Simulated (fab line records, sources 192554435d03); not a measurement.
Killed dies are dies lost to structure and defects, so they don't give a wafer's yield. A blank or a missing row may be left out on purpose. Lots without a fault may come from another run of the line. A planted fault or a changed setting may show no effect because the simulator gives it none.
Chamber matching | flow n5_finfet | N5_BEOL_M5_PRE_CLEAN_77 on cvd_co-02: 3 sister chambers
The step time 15 s. 6 wafers are shown with their chamber, then 12 later ones without.

WAFERS WITH THEIR CHAMBER
wafer  | chamber | heater_power_w (W)
L087.2 | 2       | 100
L087.5 | 2       | 98
L091.5 | 0       | 82
L089.1 | 1       | 129
L089.4 | 0       | 84
L089.6 | 1       | 126

WAFERS WITHOUT THEIR CHAMBER
wafer  | heater_power_w (W)
L090.1 | 133
L090.2 | 85
L090.3 | 100
L090.4 | 98
L090.5 | 132
L090.6 | 85
L095.2 | 135
L095.5 | 133
L095.6 | 97
L097.2 | 85
L097.3 | 101
L097.6 | 133

WHICH CHAMBER EACH WENT THROUGH
wafer  | from the rows above | in truth
L090.1 | 1                   | 1
L090.2 | 0                   | 0
L090.3 | 2                   | 2
L090.4 | 2                   | 2
L090.5 | 1                   | 1
L090.6 | 0                   | 0
L095.2 | 1                   | 1
L095.5 | 1                   | 1
L095.6 | 2                   | 2
L097.2 | 0                   | 0
L097.3 | 2                   | 2
L097.6 | 1                   | 1
Placed correctly: 12 of 12. Can't be placed from these rows: 0. Placed wrongly: 0.
How it was worked out, from the rows above alone: a wafer's distance from a chamber is the root of the sum, over the readings, of the square of ((its reading less the chamber's mean) divided by the reading's scatter). The wafer belongs to the nearest chamber; if the next one is less than 2 further off, it can't be placed. A chamber's mean is the mean of its shown wafers. The scatter: the root of (the sum of the squares of (reading less its chamber's mean) over the shown wafers, divided by (wafers less chambers)).
